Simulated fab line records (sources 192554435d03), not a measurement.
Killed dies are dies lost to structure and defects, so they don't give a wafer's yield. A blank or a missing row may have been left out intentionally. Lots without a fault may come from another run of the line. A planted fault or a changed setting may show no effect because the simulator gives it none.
fab line records	flow n5-finfet
record: lots: 7	wafers: 39
route steps=1938 shown DUMMY_GATE@243 SPACER0@259 SD_EPI_P@300 MOL_CONTACT_COAG@538
start-h: the number of hours between the record's first day and the start of the first shown wafer of the lot	wait-h: hours from the lot's prior step to this one	" repeats the value in the row above	L1.1+2: several wafers, shown together as one row	- either no value or no given start	* or withheld: withheld	< > ~ a bound
route shown NAME@n: a module of which the file shows steps, and the number in the route of the first	usual: mean and standard deviation over wafers with no fault	same: alike in all rows	chamber/n: place in a boat	sites: readings site by site	_std_site: their standard deviation	_edge_site: inner sites' mean taken away from outer sites' mean	radius-mm: for every site, how far away it sits from the centre of the wafer	mask NAME#n: copy n	behind: the most recent tool/chamber to have shaped the wafer	hold: why the lot was held/for how many hours/how that ended	device: whichever transistor did not switch (one of n, p or np)	end of line: the tests these same wafers got at the end of their route	a step with no rows: only its recipe	killed: dies that structure and defects cost at the first sort, which is not the same as the wafer's yield	map: a wafer's dies, marking killed ones x, the rest . and places with no die _
set.NAME: the run value of the setting; set.NAME@STEP: its run value at that earlier step	model.NAME: the simulator's own value behind a step, which no gauge read
lots whose settings were changed on purpose; a table a step, a row a wafer
== steps ==
step: N5_DUMMY_GATE_ETCH_31
recipe: chemistry: C4F6/O2	target: SiO2	mask-material: SOC	target-depth-a: 825	time-s: 27.5	ion-energy-ev: 250	pressure-mtorr: 30	source-w: 345	bias-w: 185	Ar_flow_sccm: 300	C4F6_flow_sccm: 10	O2_flow_sccm: 10
lot.wafer	tool	chamber	start-h	wait-h	set.target-depth-a	model.etch.depth-nm	model.SOC_of_DUMMY_GATE_COAT_34.thk-nm
L079.1	rie-diel-04	2	77.81	0.0	825	82.52	51.8
L079.2	"	1	"	"	924	92.41	51
L079.3	"	0	"	"	825	85.08	51.6
L079.4	"	3	"	"	924	92.99	50.6
L079.5	"	1	"	"	924	91.66	51.2
L079.6	"	0	"	"	825	84.06	51.6
L081.1	rie-diel-05	2	90.87	0.1	825	81.78	51.8
L081.2	"	1	"	"	825	82.36	51.6
L081.3	"	0	"	"	825	81.89	52
L081.4	"	3	"	"	825	83.29	51.8
L081.5	"	0	"	"	825	81.58	52
L081.6	"	3	"	"	825	82.79	51.8
L084.1	rie-diel-03	1	109.81	0.0	825	83.23	52
L084.2	"	2	"	"	734.8	72.52	53
L084.3	"	0	"	"	825	80.17	52
L084.4	"	2	"	"	734.8	72.46	53
L084.5	"	1	"	"	734.8	74.24	52.8
L084.6	"	0	"	"	825	80.73	52.2
L086.1	rie-diel-03	1	122.82	0.0	825	81.34	52
L086.2	"	3	"	"	825	82.79	51.8
L086.3	"	2	"	"	741.5	72.08	53
L086.4	"	0	"	"	825	79.59	52
L086.5	"	0	"	"	741.5	71.77	52.8
L086.6	"	1	"	"	741.5	74.11	52.8
L088.1	rie-diel-03	0	134.32	0.0	825	80.37	52
L088.2	"	2	"	"	857.1	85.31	51.4
L088.3	"	3	"	"	825	84.67	52
L088.4	"	1	"	"	857.1	85.74	51.4
L088.5	"	0	"	"	825	80.55	51.8
L088.6	"	1	"	"	857.1	85.27	51.4
L089.1	rie-diel-05	3	136.66	0.0	825	84.01	51.8
L089.4	"	1	"	"	825	82.92	52
L089.5	"	1	"	"	825	82.09	52
L091.1	rie-diel-04	2	148.54	0.2	825	83.11	51.6
L091.2	"	0	"	"	825	84.07	51.2
L091.3	"	3	"	"	825	83.75	51.4
L091.4	"	1	"	"	825	84.02	51.6
L091.5	"	1	"	"	825	83.82	51.4
L091.6	"	0	"	"	825	84.38	51.4
step: N5_DUMMY_GATE_ETCH_32
recipe: chemistry: CF4	target: SiO2	target-depth-a: 35	time-s: 3.9	ion-energy-ev: 350	pressure-mtorr: 10	icp-w: 800	bias-w: 400	cf4-flow-sccm: 80
lot.wafer	tool	chamber	start-h	wait-h	set.time-s	model.etch.depth-nm
L079.1	rie-si-03	3	78.06	0.1	4.762	4.254
L079.2	"	1	"	"	4.762	4.371
L079.3	"	0	"	"	4.762	4.369
L079.4	"	2	"	"	3.9	3.483
L079.5	"	1	"	"	3.9	3.585
L079.6	"	0	"	"	3.9	3.565
L081.1	rie-si-03	3	91.12	0.1	3.9	3.475
L081.2	"	0	"	"	3.533	3.296
L081.3	"	2	"	"	3.533	3.138
L081.4	"	2	"	"	3.533	3.122
L081.5	"	0	"	"	3.9	3.634
L081.6	"	3	"	"	3.9	3.517
L084.1	rie-si-01	3	110.06	0.1	3.14	2.743
L084.2	"	2	"	"	3.9	3.456
L084.3	"	1	"	"	3.9	3.629
L084.4	"	0	"	"	3.14	2.752
L084.5	"	2	"	"	3.14	2.802
L084.6	"	3	"	"	3.9	3.419
L086.1	rie-si-01	1	123.07	0.1	4.381	4.067
L086.2	"	0	"	"	3.9	3.431
L086.3	"	2	"	"	3.9	3.504
L086.4	"	3	"	"	3.9	3.451
L086.5	"	0	"	"	4.381	3.835
L086.6	"	1	"	"	4.381	4.065
L088.1	rie-si-01	2	134.57	0.1	3.214	2.831
L088.2	"	1	"	"	3.9	3.581
L088.3	"	0	"	"	3.9	3.376
L088.4	"	3	"	"	3.9	3.367
L088.5	"	2	"	"	3.214	2.809
L088.6	"	3	"	"	3.214	2.786
L089.1	rie-si-01	1	136.90	0.1	3.9	3.594
L089.4	"	0	"	"	3.9	3.421
L089.5	"	1	"	"	3.9	3.639
L091.1	rie-si-06	2	148.79	0.1	3.9	3.527
L091.2	"	0	"	"	3.197	2.939
L091.3	"	1	"	"	3.9	3.667
L091.4	"	3	"	"	3.9	3.626
L091.5	"	2	"	"	3.197	2.891
L091.6	"	1	"	"	3.197	2.996
step: N5_SPACER0_ALD_00
recipe: material: SiOCN	target-thk-a: 35	temp-c: 400	ald-precursor-family: alkyl-aminosilane	ald-co-reactant: O2/N2-plasma	pulse-time-s: 3	purge-time-s: 2	co-reactant-purge-time-s: 2	ald-cycles: 58	pressure-torr: 2
lot.wafer	tool	chamber	start-h	wait-h	set.ald-cycles	model.SiOCN_of_SPACER0_ALD_00.thk-nm
L079.1+5+6	ald-sin-02	3,1,0	78.73	0.1	53	3.2
L079.2+4	"	2,0	"	"	58	3.4
L079.3	"	1	"	"	58	3.6
L081.1+2	ald-sin-03	1,2	91.79	0.1	58	3.6
L081.3+4+5+6	"	3,0,3,2	"	"	58	3.4
L084.1	ald-sin-03	0	110.73	0.1	65	3.8
L084.2+6	"	2,0	"	"	58	3.6
L084.3+4	"	1,3	"	"	65	4
L084.5	"	3	"	"	58	3.4
L086.1+4+6	ald-sin-01	3,1,0	123.75	0.1	55	3.4
L086.2+5	"	0,1	"	"	58	3.4
L086.3	"	2	"	"	58	3.6
L088.1+4+5	ald-sin-03	1,2,3	135.78	0.1	58	3.4
L088.2+3+6	"	3,0,2	"	"	67	4
L089.1+4	ald-sin-01	2,0	137.58	0.1	58	3.4
L089.5	"	2	"	"	58	3.6
L091.1+4+5	ald-sin-02	1,0,2	149.58	0.1	49	3
L091.2+6	"	2,1	"	"	58	3.6
L091.3	"	3	"	"	58	3.4
step: N5_SD_EPI_P_EXPOSE_06
recipe: mask-id: SD_P_BLK	na: 1.35	source-shape: conventional	sigma-outer: 0.8	polarization: unpolarized	target-cd-nm: 240	dose-mj: 39.5
lot.wafer	tool	chamber	start-h	wait-h	mask	set.dose-mj
L079.1+2+6	arfi-scanner-02	0	83.97	-	SD_P_BLK#0	39.5
L079.3+4+5	"	0	"	"	SD_P_BLK#0	38.55
L081.1+2+3+4+5+6	arfi-scanner-01	0	97.22	-	SD_P_BLK#0	39.5
L084.1+2+5	arfi-scanner-01	0	116.31	-	SD_P_BLK#0	39.5
L084.3+4+6	"	0	"	"	SD_P_BLK#0	42.36
L086.1+2+3+4+5+6	arfi-scanner-01	0	129.61	-	SD_P_BLK#0	39.5
L088.1+3+6	arfi-scanner-02	0	141.98	-	SD_P_BLK#0	39.5
L088.2+4+5	"	0	"	"	SD_P_BLK#0	40.74
L089.1+4+5	arfi-scanner-02	0	143.28	-	SD_P_BLK#0	39.5
L091.1+2+6	arfi-scanner-03	0	155.46	-	SD_P_BLK#0	39.5
L091.3+4+5	"	0	"	"	SD_P_BLK#0	40.52
step: N5_SD_EPI_P_PEB_07
recipe: peb-temp-c: 110	peb-time-s: 60	resist: CAR-ArF-block
step: N5_SD_EPI_P_DEVELOP_08
recipe: develop-time-s: 30	developer: TMAH	resist: CAR-ArF-block	dev-temp-c: 23	rinse-liquid: diw	dry: air-spin
step: N5_SD_EPI_P_CD_MEAS_09
recipe: target-cd-nm: 240	landing-energy-ev: 500	detector: se-inlens
usual: cd-nm: 240.0/0.82
lot.wafer	tool	chamber	start-h	wait-h	set.dose-mj@SD_EPI_P_EXPOSE_06	cd-nm
L079.1	cd-sem-01	0	84.09	-	39.5	239.4
L079.2	"	0	"	"	39.5	240.1
L079.3	"	0	"	"	38.55	237.5
L079.4	"	0	"	"	38.55	237.7
L079.5	"	0	"	"	38.55	238.4
L079.6	"	0	"	"	39.5	238.6
L081.1	cd-sem-02	0	97.34	-	39.5	240.0
L081.2	"	0	"	"	39.5	240.8
L081.3	"	0	"	"	39.5	240.4
L081.4	"	0	"	"	39.5	241.8
L081.5	"	0	"	"	39.5	241.2
L081.6	"	0	"	"	39.5	241.7
L084.1	cd-sem-02	0	116.44	-	39.5	239.1
L084.2	"	0	"	"	39.5	238.8
L084.3	"	0	"	"	42.36	243.6
L084.4	"	0	"	"	42.36	244.7
L084.5	"	0	"	"	39.5	238.4
L084.6	"	0	"	"	42.36	243.4
L086.1	cd-sem-03	0	129.73	-	39.5	240.4
L086.2	"	0	"	"	39.5	239.6
L086.3	"	0	"	"	39.5	240.6
L086.4	"	0	"	"	39.5	239.6
L086.5	"	0	"	"	39.5	240.3
L086.6	"	0	"	"	39.5	239.7
L088.1	cd-sem-01	0	142.11	-	39.5	240.1
L088.2	"	0	"	"	40.74	242.2
L088.3	"	0	"	"	39.5	238.9
L088.4	"	0	"	"	40.74	241.7
L088.5	"	0	"	"	40.74	241.7
L088.6	"	0	"	"	39.5	241.4
L089.1	cd-sem-01	0	143.41	-	39.5	239.4
L089.4	"	0	"	"	39.5	240.4
L089.5	"	0	"	"	39.5	240.0
L091.1	cd-sem-01	0	155.59	-	39.5	240.9
L091.2	"	0	"	"	39.5	241.3
L091.3	"	0	"	"	40.52	242.6
L091.4	"	0	"	"	40.52	242.6
L091.5	"	0	"	"	40.52	241.8
L091.6	"	0	"	"	39.5	240.7
step: N5_SD_EPI_P_DESCUM_14
recipe: chemistry: O2	time-s: 7.9	source-power-w: 50	bias-power-w: 20	pressure-mtorr: 20	rf-frequency-hz: 2.712e+07	temp-c: 40	resist: CAR-ArF-block	o2-flow-sccm: 225
lot.wafer	tool	chamber	start-h	wait-h	set.dose-mj@SD_EPI_P_EXPOSE_06	model.SD_EPI_P.cd-nm
L079.1+2	rie-diel-05	1,3	84.18	0.0	39.5	239.6
L079.3	"	2	"	"	38.55	237.2
L079.4	"	2	"	"	38.55	237.8
L079.5	"	3	"	"	38.55	238.2
L079.6	"	1	"	"	39.5	238.4
L081.1	rie-diel-05	0	97.93	0.5	39.5	240
L081.2	"	2	"	"	39.5	240.8
L081.3	"	3	"	"	39.5	240.6
L081.4	"	1	"	"	39.5	241.6
L081.5+6	"	3,0	"	"	39.5	241.4
L084.1	rie-diel-03	0	116.53	0.0	39.5	239.4
L084.2	"	2	"	"	39.5	239.2
L084.3	"	1	"	"	42.36	243.4
L084.4	"	2	"	"	42.36	244.8
L084.5	"	1	"	"	39.5	238.4
L084.6	"	0	"	"	42.36	243.8
L086.1	rie-diel-03	3	129.82	0.0	39.5	240.6
L086.2	"	1	"	"	39.5	239.4
L086.3+5	"	0,3	"	"	39.5	240.4
L086.4+6	"	2	"	"	39.5	239.6
L088.1	rie-diel-05	0	142.47	0.3	39.5	240.2
L088.2	"	3	"	"	40.74	242
L088.3	"	2	"	"	39.5	238.8
L088.4	"	1	"	"	40.74	241.4
L088.5	"	1	"	"	40.74	241.6
L088.6	"	0	"	"	39.5	241.2
L089.1	rie-diel-03	2	143.62	0.2	39.5	239.4
L089.4	"	0	"	"	39.5	240.2
L089.5	"	2	"	"	39.5	239.8
L091.1	rie-diel-04	3	155.75	0.1	39.5	241
L091.2	"	0	"	"	39.5	241.2
L091.3	"	2	"	"	40.52	242.6
L091.4	"	1	"	"	40.52	242.4
L091.5	"	1	"	"	40.52	241.8
L091.6	"	0	"	"	39.5	240.6
step: N5_MOL_CONTACT_COAG_ETCH_110
recipe: chemistry: CF4/O2	target: Si	target-depth-a: 25	time-s: 8	pressure-mtorr: 100	source-w: 200	bias-w: 12	ion-energy-ev: 60	Ar_flow_sccm: 100	cf4-flow-sccm: 100	O2_flow_sccm: 10
usual: rf-vpp-V: 129.4/2
lot.wafer	tool	chamber	start-h	wait-h	set.bias-w	rf-vpp-V
L079.1	rie-diel-06	2	118.37	0.0	12	129.0
L079.2	"	0	"	"	12	130.5
L079.3	"	3	"	"	12	131.0
L079.4	"	2	"	"	12	129.3
L079.5	"	3	"	"	12	129.7
L079.6	"	0	"	"	12	128.9
L081.1	rie-diel-01	0	132.84	0.0	12	126.9
L081.2	"	3	"	"	13.53	142.2
L081.3	"	2	"	"	12	130.3
L081.4	"	1	"	"	13.53	144.0
L081.5	"	1	"	"	12	131.5
L081.6	"	0	"	"	13.53	141.4
L084.1	rie-diel-01	3	149.42	0.0	12	129.3
L084.2	"	1	"	"	12	132.2
L084.3	"	2	"	"	12	129.3
L084.4	"	0	"	"	12	127.2
L084.5	"	3	"	"	12	126.8
L084.6	"	0	"	"	12	126.4
L086.1	rie-diel-01	1	165.77	0.0	12	131.4
L086.2	"	2	"	"	12	131.0
L086.3	"	3	"	"	12	127.2
L086.4	"	0	"	"	9.709	107.2
L086.5	"	1	"	"	9.709	109.9
L086.6	"	2	"	"	9.709	109.0
L088.1	rie-diel-06	0	175.63	0.0	10.23	114.9
L088.2	"	2	"	"	12	128.4
L088.3	"	3	"	"	10.23	116.3
L088.4	"	1	"	"	12	130.3
L088.5	"	3	"	"	10.23	114.4
L088.6	"	0	"	"	12	130.3
L089.1	rie-diel-01	3	178.31	0.0	12	127.2
L089.4	"	3	"	"	12	127.1
L089.5	"	0	"	"	12	127.7
L091.1	rie-diel-01	0	192.32	0.0	12	125.4
L091.2	"	3	"	"	10.52	115.9
L091.3	"	2	"	"	10.52	116.4
L091.4	"	0	"	"	10.52	114.6
L091.5	"	3	"	"	12	127.6
L091.6	"	2	"	"	12	130.2
step: N5_MOL_CONTACT_COAG_ETCH_124
recipe: chemistry: CH3F/O2	target: SiNx	target-depth-a: 65	mask-material: SOC	stop-on: SiOC	over-etch-frac: 0.3	ion-energy-ev: 120	pressure-mtorr: 30	source-w: 395	bias-w: 73	Ar_flow_sccm: 150	CH3F_flow_sccm: 30	O2_flow_sccm: 20	ends: end-point
usual: rf-vpp-V: 301/4.5
lot.wafer	tool	chamber	start-h	wait-h	set.bias-w	rf-vpp-V
L079.1	rie-diel-06	3	128.89	0.0	73	304
L079.2	"	2	"	"	73	299
L079.3	"	0	"	"	73	301
L079.4	"	0	"	"	73	303
L079.5	"	3	"	"	73	306
L079.6	"	2	"	"	73	299
L081.1	rie-diel-01	2	145.43	0.0	73	304
L081.2	"	0	"	"	78.94	315
L081.3	"	3	"	"	78.94	317
L081.4	"	1	"	"	73	304
L081.5	"	1	"	"	78.94	325
L081.6	"	0	"	"	73	297
L084.1	rie-diel-06	1	161.00	0.0	73	303
L084.2	"	2	"	"	73	299
L084.3	"	3	"	"	73	305
L084.4	"	0	"	"	65.52	277
L084.5	"	1	"	"	65.52	278
L084.6	"	0	"	"	65.52	279
L086.1	rie-diel-06	1	178.48	0.0	61.93	266
L086.2	"	0	"	"	61.93	263
L086.3	"	2	"	"	73	298
L086.4	"	3	"	"	61.93	266
L086.5	"	2	"	"	73	300
L086.6	"	3	"	"	73	304
L088.1	rie-diel-01	3	188.91	0.0	66.93	278
L088.2	"	2	"	"	73	305
L088.3	"	3	"	"	73	298
L088.4	"	2	"	"	66.93	285
L088.5	"	3	"	"	73	298
L088.6	"	2	"	"	66.93	283
L089.1	rie-diel-01	2	192.65	0.0	73	304
L089.4	"	0	"	"	73	296
L089.5	"	3	"	"	73	298
L091.1	rie-diel-02	3	204.99	0.0	73	295
L091.2	"	2	"	"	73	310
L091.3	"	0	"	"	73	301
L091.4	"	1	"	"	73	296
L091.5	"	1	"	"	73	298
L091.6	"	2	"	"	73	312
== key ==
split: step: N5_DUMMY_GATE_ETCH_31	setting: target-depth-a	stated: 825	by: wafer
response: step: N5_DUMMY_GATE_ETCH_31	reading: model.etch.depth-nm	change: +0.769	per: 1%	r: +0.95
response: step: N5_DUMMY_GATE_ETCH_31	reading: model.SOC_of_DUMMY_GATE_COAT_34.thk-nm	change: -0.0782	per: 1%	r: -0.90
split: step: N5_DUMMY_GATE_ETCH_32	setting: time-s	stated: 3.9	by: wafer
response: step: N5_DUMMY_GATE_ETCH_32	reading: model.etch.depth-nm	change: +0.0371	per: 1%	r: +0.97
split: step: N5_SPACER0_ALD_00	setting: ald-cycles	stated: 58	by: wafer
response: step: N5_SPACER0_ALD_00	reading: model.SiOCN_of_SPACER0_ALD_00.thk-nm	change: +0.0344	per: 1%	r: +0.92
split: step: N5_SD_EPI_P_EXPOSE_06	setting: dose-mj	stated: 39.5	by: wafer
response: step: N5_SD_EPI_P_CD_MEAS_09	reading: cd-nm	change: +0.665	per: 1%	r: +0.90
response: step: N5_SD_EPI_P_DESCUM_14	reading: model.SD_EPI_P.cd-nm	change: +0.645	per: 1%	r: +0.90
split: step: N5_MOL_CONTACT_COAG_ETCH_110	setting: bias-w	stated: 12	by: wafer
response: step: N5_MOL_CONTACT_COAG_ETCH_110	reading: rf-vpp-V	change: +1.04	per: 1%	r: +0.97
split: step: N5_MOL_CONTACT_COAG_ETCH_124	setting: bias-w	stated: 73	by: wafer
response: step: N5_MOL_CONTACT_COAG_ETCH_124	reading: rf-vpp-V	change: +2.29	per: 1%	r: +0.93
